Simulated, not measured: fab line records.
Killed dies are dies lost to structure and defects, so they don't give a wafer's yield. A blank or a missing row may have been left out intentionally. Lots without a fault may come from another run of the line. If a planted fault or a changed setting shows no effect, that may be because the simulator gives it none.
fab line records    flow n5-finfet
record lots=5  wafers=15  last-day=17
route steps=1938 shown BEOL_M5@1129
lots that met no fault: taken from a fault-free run of the same line
start-h: start of the lot's first displayed wafer, in hours after the record's first day    wait-h: hours from the lot's prior step to this one    " as in the row above    L1.1+2: one row covering several wafers at once    - no value, or no start given    * or withheld: withheld    < > ~ a bound
route shown NAME@n: a module of which the file shows steps, and the number in the route of the first    usual: mean/standard deviation of fault-free wafers    same: alike in all rows    chamber/n: place in a boat    sites: per-site readings    _std_site: how widely they spread, as a standard deviation    _edge_site: outer sites' mean less inner sites'    radius-mm: how far each site lies from the wafer's centre    mask NAME#n: copy n    behind: the last tool/chamber to shape the wafer    hold: reason for holding the lot/hours on hold/outcome of the hold    device: whichever transistor did not switch (one of n, p or np)    end of line: tests of these same wafers at the route's end    a step with no rows: only its recipe    killed: count of dies lost to structure and defects at first sort (not the wafer's yield)    map: a wafer's dies, x killed, . not, _ none there
set.NAME: the setting as run; set.NAME@STEP: as run at that earlier step    model.NAME: the simulator's own value behind a step, which no gauge read
a table for each step, a row for each wafer; lots at some steps of the route
services: a tool's chamber out of use, with start hour (start-h, from the record's first day; less than 0 if before it), hours out, and reason
## steps
# step N5_BEOL_M5_DESCUM_16
# recipe chemistry=O2  time-s=7  source-power-w=50  bias-power-w=20  pressure-mtorr=20  rf-frequency-hz=2.712e+07  temp-c=40  resist=CAR-EUV  o2-flow-sccm=225
# step N5_BEOL_M5_ETCH_72
# recipe chemistry=N2/H2  target=underlayer  target-depth-a=65  mask-material=CAR-EUV  time-s=5.2  ion-energy-ev=200  pressure-mtorr=30  source-w=840  bias-w=150  n2-flow-sccm=200  h2-flow-sccm=200  ends=cleared
# step N5_BEOL_M5_ETCH_61
# recipe chemistry=CF4  target=SiARC  target-depth-a=156  mask-material=CAR-EUV  time-s=26  ion-energy-ev=80  pressure-mtorr=40  source-w=545  bias-w=36  Ar_flow_sccm=100  cf4-flow-sccm=100  ends=cleared
# step N5_BEOL_M5_ETCH_62
# recipe chemistry=N2/H2  target=SOC  target-depth-a=750  overetch-a=150  mask-material=SiARC  temp-c=40  time-s=112.5  ion-energy-ev=200  pressure-mtorr=30  source-w=840  bias-w=150  n2-flow-sccm=200  h2-flow-sccm=200
# step N5_BEOL_M5_STRIP_63
# recipe chemistry=N2/H2  temp-c=40  n2-flow-sccm=200  h2-flow-sccm=200  rf-frequency-hz=6e+07
# step N5_BEOL_M5_STRIP_73
# recipe chemistry=N2/H2  temp-c=40  n2-flow-sccm=200  h2-flow-sccm=200  rf-frequency-hz=6e+07
# step N5_BEOL_M5_STRIP_64
# recipe chemistry=CF4  resist=SiARC  power-w=300  bias-power-w=75  pressure-mtorr=50  cf4-flow-sccm=150  rf-frequency-hz=6e+07
# step N5_BEOL_M5_HM_OPEN_17
# recipe chemistry=Cl2/BCl3  target-depth-a=200  overetch-a=60  target=TiN  mask-material=SOC  ion-energy-ev=150  pressure-mtorr=10  icp-w=1000  bias-w=126  Cl2_flow_sccm=53.25  bcl3-flow-sccm=21.75  Ar_flow_sccm=25
# step N5_BEOL_M5_STRIP_19
# recipe chemistry=O2  power-w=400  temp-c=40  pressure-mtorr=30  rf-frequency-hz=6e+07  bias-power-w=0  overash-fraction=0.2  o2-flow-sccm=225
# step N5_BEOL_M5_COAT_65
# recipe resist=SOC  temp-c=250  time-s=60  spin-rpm=1500  resist-thk-nm=60
# step N5_BEOL_M5_COAT_66
# recipe resist=SiARC  temp-c=220  time-s=60  spin-rpm=1500  resist-thk-nm=12
# usual resist-line-temp-C=23.03/0.099  spin-speed-rpm=1500.0/0.96
lot.wafer  tool            chamber  start-h  wait-h  resist-line-temp-C  spin-speed-rpm  model.SiARC_of_BEOL_M5_COAT_66.thk-nm
L470.1     litho-track-04  0        165.81   -       22.99               1499.3          12
L470.2     "               0        "        "       23.02               1502.7          12
L470.6     "               0        "        "       23.04               1501.1          12
L484.2     litho-track-04  0        264.49   -       22.91               1625.7          11.4
L484.5     "               0        "        "       22.79               1625.8          11.6
L484.6     "               0        "        "       22.88               1624.3          11.4
L485.2     litho-track-04  0        281.68   -       23.14               1624.3          11.6
L485.3     "               0        "        "       23.17               1625.6          11.6
L485.6     "               0        "        "       23.08               1624.7          11.6
L487.1     litho-track-04  0        283.49   -       23.16               1625.7          11.6
L487.4     "               0        "        "       23.24               1627.1          11.6
L487.5     "               0        "        "       23.08               1626.3          11.6
L491.2     litho-track-05  0        312.59   -       22.90               1501.4          12
L491.5     "               0        "        "       23.17               1500.2          12
L491.6     "               0        "        "       23.05               1502.4          12
# step N5_BEOL_M5_COAT_74
# recipe resist=underlayer  temp-c=205  time-s=60  spin-rpm=1500  resist-thk-nm=5
# step N5_BEOL_M5_COAT_22
# recipe resist=CAR-EUV  spin-rpm=1500  resist-thk-nm=30
# step N5_BEOL_M5_EBR_24
# recipe solvent=PGMEA  ebr-width-mm=1.5
# step N5_BEOL_M5_SOFTBAKE_23
# recipe temp-c=110  time-s=60  resist=CAR-EUV
# step N5_BEOL_M5_EXPOSE_25
# recipe mask-id=V4  na=0.33  source-shape=quasar  sigma-inner=0.2  sigma-outer=0.6  polarization=unpolarized  defocus-nm=10  dose-mj=52.75
# step N5_BEOL_M5_PEB_26
# recipe peb-temp-c=100  peb-time-s=60  resist=CAR-EUV
# step N5_BEOL_M5_DEVELOP_27
# recipe develop-time-s=30  developer=TMAH  resist=CAR-EUV  rinse-liquid=surfactant-rinse  dry=air-spin  dev-temp-c=23
# step N5_BEOL_M5_DESCUM_33
# recipe chemistry=O2  time-s=7  source-power-w=50  bias-power-w=20  pressure-mtorr=20  rf-frequency-hz=2.712e+07  temp-c=40  resist=CAR-EUV  o2-flow-sccm=225
# step N5_BEOL_M5_ETCH_75
# recipe chemistry=N2/H2  target=underlayer  target-depth-a=65  mask-material=CAR-EUV  time-s=5.2  ion-energy-ev=200  pressure-mtorr=30  source-w=840  bias-w=150  n2-flow-sccm=200  h2-flow-sccm=200  ends=cleared
# step N5_BEOL_M5_ETCH_67
# recipe chemistry=CF4  target=SiARC  target-depth-a=156  mask-material=CAR-EUV  time-s=26  ion-energy-ev=80  pressure-mtorr=40  source-w=545  bias-w=36  Ar_flow_sccm=100  cf4-flow-sccm=100  ends=cleared
# usual drypump-motor-current-A=5.9/0.37  etch-rf-on-time-s=26.2/0.48  oes-product-au=0.65/0.063  rf-vpp-V=184.3/1.2  showerhead-plenum-p-Torr=2.16/0.074  throttle-valve-pct=15.64/0.19
lot.wafer  tool         chamber  start-h  wait-h  drypump-motor-current-A  etch-rf-on-time-s  oes-product-au  rf-hours-counter-h  rf-vpp-V  showerhead-plenum-p-Torr  throttle-valve-pct  model.etch.depth-nm  model.CAR-EUV_of_BEOL_M5_COAT_22.thk-nm
L470.1     rie-diel-05  3        166.52   0.0     5.8                      26.8               0.61            182                 184.0     2.23                      15.82               11.99                11
L470.2     "            0        "        "       5.5                      26.6               0.64            131                 184.5     2.06                      15.81               12                   11
L470.6     "            2        "        "       5.6                      26.2               0.58            -                   186.2     2.19                      15.81               11.99                11.2
L484.2     rie-diel-05  3        265.15   0.0     5.8                      25.2               0.60            213                 185.4     2.22                      15.89               11.49                11.4
L484.5     "            3        "        "       5.7                      25.2               0.60            -                   184.6     2.22                      15.90               11.5                 11.6
L484.6     "            2        "        "       5.6                      24.7               0.80            -                   186.8     2.18                      15.34               11.5                 11.6
L485.2     rie-diel-05  0        282.24   0.0     5.5                      25.4               0.61            168                 181.9     2.05                      15.89               11.54                11.4
L485.3     "            2        "        "       5.6                      24.7               0.80            13                  183.9     2.18                      15.35               11.56                11.4
L485.6     "            3        "        "       5.8                      25.5               0.60            -                   184.7     2.22                      15.90               11.56                11.4
L487.1     rie-diel-01  3        284.15   0.0     5.7                      25.5               0.59            229                 184.9     2.20                      15.63               11.54                11.4
L487.4     "            0        "        "       5.5                      24.4               0.69            103                 182.5     2.26                      15.76               11.6                 11.6
L487.5     "            3        "        "       5.7                      25.2               0.60            -                   184.8     2.20                      15.64               11.55                11.4
L491.2     rie-diel-01  3        313.13   0.0     5.7                      26.6               0.59            237                 186.3     2.20                      15.64               12.01                11
L491.5     "            0        "        "       5.4                      25.9               0.68            -                   185.5     2.25                      15.76               12                   11
L491.6     "            3        "        "       5.7                      26.5               0.59            -                   184.8     2.20                      15.65               12                   11
# step N5_BEOL_M5_ETCH_68
# recipe chemistry=N2/H2  target=SOC  target-depth-a=800  overetch-a=160  mask-material=SiARC  temp-c=40  time-s=120  ion-energy-ev=200  pressure-mtorr=30  source-w=840  bias-w=150  n2-flow-sccm=200  h2-flow-sccm=200
# usual drypump-motor-current-A=5.9/0.37  h2-flow-sccm=200.0/0.6  oes-product-au=0.58/0.053  rf-vpp-V=524.5/2.6  showerhead-plenum-p-Torr=2.57/0.092  throttle-valve-pct=17.82/0.22
lot.wafer  tool         chamber  start-h  wait-h  drypump-motor-current-A  h2-flow-sccm  oes-product-au  rf-hours-counter-h  rf-vpp-V  showerhead-plenum-p-Torr  throttle-valve-pct  model.SiARC_of_BEOL_M5_COAT_66.thk-nm
L470.1     rie-diel-05  3        166.55   0.0     5.8                      200.8         0.56            182                 525.8     2.64                      17.99               6.6
L470.2     "            0        "        "       5.5                      199.7         0.58            131                 521.1     2.44                      18.05               6.4
L470.6     "            2        "        "       5.6                      199.4         0.53            -                   525.4     2.61                      17.99               6.4
L484.2     rie-diel-05  3        265.18   0.0     5.8                      200.3         0.54            213                 527.0     2.63                      18.04               6
L484.5     "            3        "        "       5.8                      200.5         0.55            -                   525.5     2.63                      18.04               6
L484.6     "            2        "        "       5.6                      199.8         0.72            -                   526.0     2.60                      17.60               5.8
L485.2     rie-diel-05  0        282.27   0.0     5.5                      200.0         0.55            168                 521.4     2.43                      18.12               6
L485.3     "            2        "        "       5.6                      199.7         0.71            13                  524.2     2.60                      17.61               5.8
L485.6     "            3        "        "       5.8                      198.5         0.54            -                   524.9     2.63                      18.05               6.2
L487.1     rie-diel-01  3        284.18   0.0     5.7                      200.6         0.53            229                 526.2     2.62                      17.89               6.2
L487.4     "            0        "        "       5.5                      200.3         0.61            103                 527.4     2.68                      17.87               6
L487.5     "            3        "        "       5.7                      200.6         0.54            -                   526.5     2.62                      17.88               6.2
L491.2     rie-diel-01  3        313.16   0.0     5.7                      201.0         0.53            237                 526.6     2.61                      17.90               6.6
L491.5     "            0        "        "       5.5                      200.8         0.60            -                   527.8     2.67                      17.90               6.6
L491.6     "            3        "        "       5.7                      200.6         0.54            -                   526.0     2.61                      17.89               6.6
# step N5_BEOL_M5_STRIP_69
# recipe chemistry=N2/H2  temp-c=40  n2-flow-sccm=200  h2-flow-sccm=200  rf-frequency-hz=6e+07
## services
tool         chamber  start-h  hours  kind
rie-diel-05  0        157.45   2.8    repair
rie-diel-01  -        211.73   3.2    repair
rie-diel-05  2        220.81   -      clean
rie-diel-05  2        220.81   -      consumable-replace:focus-ring
rie-diel-05  2        220.81   17.9   scheduled-down
rie-diel-05  2        220.81   17.9   vent-cycle
rie-diel-01  -        243.61   0.2    repair
rie-diel-05  1        280.56   -      clean
rie-diel-05  1        280.56   -      consumable-replace:focus-ring
rie-diel-05  1        280.56   -      consumable-replace:showerhead
rie-diel-05  1        280.56   29.9   scheduled-down
rie-diel-05  1        280.56   29.9   vent-cycle
rie-diel-05  2        296.80   2.9    repair
## key
first-sign step=N5_BEOL_M5_COAT_66  reading=spin-speed-rpm  direction=up  sigmas=99+  usual=*  struck=*
effect none on later readings
model-effect step=N5_BEOL_M5_COAT_66  value=SiARC_of_BEOL_M5_COAT_66.thk-nm  without=12  struck=11.56
model-effect step=N5_BEOL_M5_ETCH_67  value=etch.depth-nm  without=12.01  struck=11.54
model-effect step=N5_BEOL_M5_ETCH_68  value=SiARC_of_BEOL_M5_COAT_66.thk-nm  without=6.467  struck=6.022
met-at N5_BEOL_M5_COAT_66
struck-wafers L484.2,L484.5,L484.6,L485.2,L485.3,L485.6,L487.1,L487.4,L487.5
onset-between 165.81 264.49
fault kind=process-parameter-drift  tool=litho-track-04  chamber=-  onset-h=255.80  steps=N5_BEOL_M5_COAT_66  channel=spin-rpm  offset=*  shape=step  end-h=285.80  acts-in=*  stated=*
